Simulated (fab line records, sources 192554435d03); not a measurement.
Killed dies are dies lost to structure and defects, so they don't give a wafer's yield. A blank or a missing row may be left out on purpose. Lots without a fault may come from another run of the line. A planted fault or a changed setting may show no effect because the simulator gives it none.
fab line records | flow n5_finfet
record lots=7 wafers=39
route steps=1938 shown BEOL_M15@1773
start_h: hours from the record's first day to the start of the lot's first wafer shown | wait_h: hours since the lot's step before | " the same as in the row above | L1.1+2: a row that stands for several wafers | - no value, or no start given | * or withheld: withheld | < > ~ a bound
route shown NAME@n: a module of which the file shows steps, and the number in the route of the first | usual: mean/standard deviation of fault-free wafers | same: alike in all rows | chamber/n: place in a boat | sites: the reading at each site | _std_site: their standard deviation | _edge_site: outer sites' mean less inner sites' | radius_mm: how far each site lies from the wafer's centre | mask NAME#n: copy n | behind: the tool/chamber that last shaped the wafer | hold: why the lot was held/for how many hours/how that ended | device: the transistor (n, p or np) that didn't switch | end of line: the same wafers' tests at the end of the route | a step without rows: its recipe alone | killed: dies lost to structure and defects at the first sort, not the wafer's yield | map: a wafer's dies, x killed, . not, _ none there
set.NAME: the setting as run; set.NAME@STEP: as run at that earlier step | model.NAME: the simulator's own value behind a step, which no gauge read
lots whose settings were changed on purpose; a table a step, a row a wafer
## steps
# step N5_BEOL_M15_ILD_DEP_00
# recipe material=SiO2 target_thk_a=16293 temp_c=400 precursor=TEOS/O2 pressure_torr=6.5 rf_w=900 teos_flow_sccm=161.4 gas=O2 flow_sccm=2650 time_s=346.1
# columns lot.wafer tool chamber start_h wait_h set.time_s model.SiO2_of_BEOL_M15_ILD_DEP_00.thk_nm
L083.1 pecvd-03 2 304.03 0.0 346.1 1620
L083.2 " 1 " " 346.1 1591
L083.3 " 0 " " 204.7 964.8
L083.4 " 2 " " 346.1 1635
L083.5 " 0 " " 204.7 1000
L083.6 " 1 " " 204.7 931.8
L084.1 pecvd-04 1 311.60 0.0 346.1 1602
L084.2 " 2 " " 471.7 2217
L084.3 " 0 " " 471.7 2168
L084.4 " 1 " " 346.1 1610
L084.5 " 2 " " 471.7 2252
L084.6 " 0 " " 346.1 1592
L087.1 pecvd-02 1 333.07 0.0 346.1 1625
L087.2 " 0 " " 346.1 1623
L087.4 " 0 " " 346.1 1642
L086.1 pecvd-04 1 333.39 0.0 229.3 1035
L086.2 " 2 " " 346.1 1671
L086.3 " 0 " " 346.1 1603
L086.4 " 2 " " 229.3 1116
L086.5 " 0 " " 229.3 1069
L086.6 " 1 " " 346.1 1624
L091.1 pecvd-03 2 360.53 0.0 346.1 1587
L091.2 " 1 " " 346.1 1618
L091.3 " 0 " " 457.6 2141
L091.4 " 0 " " 346.1 1661
L091.5 " 1 " " 457.6 2172
L091.6 " 2 " " 457.6 2125
L092.1 pecvd-02 1 364.85 0.0 346.1 1613
L092.2 " 0 " " 288.2 1347
L092.3 " 2 " " 288.2 1369
L092.4 " 0 " " 288.2 1373
L092.5 " 1 " " 346.1 1648
L092.6 " 2 " " 346.1 1669
L097.1 pecvd-03 2 392.57 0.0 346.1 1628
L097.2 " 0 " " 409.9 1915
L097.3 " 1 " " 409.9 1904
L097.4 " 1 " " 346.1 1629
L097.5 " 2 " " 346.1 1615
L097.6 " 0 " " 409.9 1949
# step N5_BEOL_M15_THK_MEAS_01
# recipe reads=SiO2_of_BEOL_M15_ILD_DEP_00
# usual M15_ILD_THK=1625/27
# columns lot.wafer tool chamber start_h wait_h set.time_s@BEOL_M15_ILD_DEP_00 M15_ILD_THK[nm]
L083.1 film_metro-02 - 304.27 0.1 346.1 1621
L083.2 " - " " 346.1 1591
L083.3 " - " " 204.7 965
L083.4 " - " " 346.1 1635
L083.5 " - " " 204.7 1001
L083.6 " - " " 204.7 932
L084.1 film_metro-01 - 311.85 0.1 346.1 1603
L084.2 " - " " 471.7 2218
L084.3 " - " " 471.7 2166
L084.4 " - " " 346.1 1610
L084.5 " - " " 471.7 2253
L084.6 " - " " 346.1 1592
L087.1 film_metro-01 - 333.32 0.1 346.1 1625
L087.2 " - " " 346.1 1624
L087.4 " - " " 346.1 1641
L086.1 film_metro-02 - 333.64 0.1 229.3 1035
L086.2 " - " " 346.1 1670
L086.3 " - " " 346.1 1603
L086.4 " - " " 229.3 1115
L086.5 " - " " 229.3 1069
L086.6 " - " " 346.1 1624
L091.1 film_metro-01 - 360.78 0.1 346.1 1587
L091.2 " - " " 346.1 1619
L091.3 " - " " 457.6 2142
L091.4 " - " " 346.1 1661
L091.5 " - " " 457.6 2171
L091.6 " - " " 457.6 2125
L092.1 film_metro-01 - 365.09 0.1 346.1 1613
L092.2 " - " " 288.2 1347
L092.3 " - " " 288.2 1368
L092.4 " - " " 288.2 1373
L092.5 " - " " 346.1 1646
L092.6 " - " " 346.1 1670
L097.1 film_metro-01 - 392.82 0.1 346.1 1628
L097.2 " - " " 409.9 1915
L097.3 " - " " 409.9 1906
L097.4 " - " " 346.1 1630
L097.5 " - " " 346.1 1616
L097.6 " - " " 409.9 1949
# step N5_BEOL_M15_COAT_58
# recipe resist=BARC temp_c=205 time_s=60 spin_rpm=1500 resist_thk_nm=89
# step N5_BEOL_M15_COAT_04
# recipe spin_rpm=1704 resist_thk_nm=800
# step N5_BEOL_M15_DESCUM_15
# recipe chemistry=O2 time_s=7.9 source_power_w=50 bias_power_w=20 pressure_mtorr=20 rf_frequency_hz=2.712e+07 temp_c=40 o2_flow_sccm=225
# step N5_BEOL_M15_ETCH_59
# recipe chemistry=N2/H2 target=BARC target_depth_a=890 overetch_a=267 time_s=67.9 ion_energy_ev=200 pressure_mtorr=30 source_w=840 bias_w=150 n2_flow_sccm=200 h2_flow_sccm=200
# step N5_BEOL_M15_VIA_ETCH_16
# recipe chemistry=C4F8/O2/Ar target=SiO2 he_inner_torr=15 he_outer_torr=30 target_depth_a=17922 time_s=withheld ion_energy_ev=800 pressure_mtorr=20 source_w=1905 bias_w=2040 Ar_flow_sccm=400 C4F8_flow_sccm=16 O2_flow_sccm=12 ends=cleared
# columns lot.wafer tool chamber start_h wait_h set.time_s@BEOL_M15_ILD_DEP_00 model.etch.depth_nm model.coat_of_BEOL_M15_COAT_04.thk_nm
L083.1 rie_diel-06 3 304.75 0.0 * 1620 321
L083.2 " 1 " " * 1591 341.6
L083.3 " 0 " " * 964.8 491.8
L083.4 " 2 " " * 1635 334.2
L083.5 " 1 " " * 1000 483.4
L083.6 " 0 " " * 931.7 498.4
L084.1 rie_diel-02 2 312.33 0.0 * 1602 348.4
L084.2 " 0 " " * 2217 177.8
L084.3 " 1 " " * 2168 184.4
L084.4 " 3 " " * 1610 342.8
L084.5 " 3 " " * 2252 194
L084.6 " 0 " " * 1592 328.6
L087.1 rie_diel-05 3 333.93 0.0 * 1625 347.2
L087.2 " 0 " " * 1623 321.8
L087.4 " 3 " " * 1642 343.2
L086.1 rie_diel-02 2 334.24 0.0 * 1035 480.2
L086.2 " 0 " " * 1671 310.8
L086.3 " 1 " " * 1603 324.4
L086.4 " 3 " " * 1116 456
L086.5 " 3 " " * 1069 469.2
L086.6 " 0 " " * 1624 325.6
L091.1 rie_diel-05 3 361.95 0.0 * 1587 358.8
L091.2 " 0 " " * 1618 326.2
L091.3 " 1 " " * 2141 201.4
L091.4 " 2 " " * 1661 338.2
L091.5 " 0 " " * 2172 195.6
L091.6 " 1 " " * 2125 205.2
L092.1 rie_diel-05 3 365.69 0.0 * 1613 353.4
L092.2 " 1 " " * 1347 391
L092.3 " 2 " " * 1369 405
L092.4 " 3 " " * 1373 408.2
L092.5 " 1 " " * 1648 320
L092.6 " 2 " " * 1669 340
L097.1 rie_diel-05 0 393.30 0.0 * 1628 322.6
L097.2 " 3 " " * 1915 278.8
L097.3 " 2 " " * 1904 282
L097.4 " 1 " " * 1629 324
L097.5 " 3 " " * 1615 349.8
L097.6 " 0 " " * 1949 244.2
## key
split step=N5_BEOL_M15_ILD_DEP_00 setting=time_s stated=346.1 by=wafer
response step=N5_BEOL_M15_ILD_DEP_00 reading=model.SiO2_of_BEOL_M15_ILD_DEP_00.thk_nm change=+16.4 per=1% r=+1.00
response step=N5_BEOL_M15_THK_MEAS_01 reading=M15_ILD_THK change=+16.4 per=1% r=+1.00
response step=N5_BEOL_M15_VIA_ETCH_16 reading=model.etch.depth_nm change=+16.4 per=1% r=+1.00
response step=N5_BEOL_M15_VIA_ETCH_16 reading=model.coat_of_BEOL_M15_COAT_04.thk_nm change=-4.13 per=1% r=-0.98
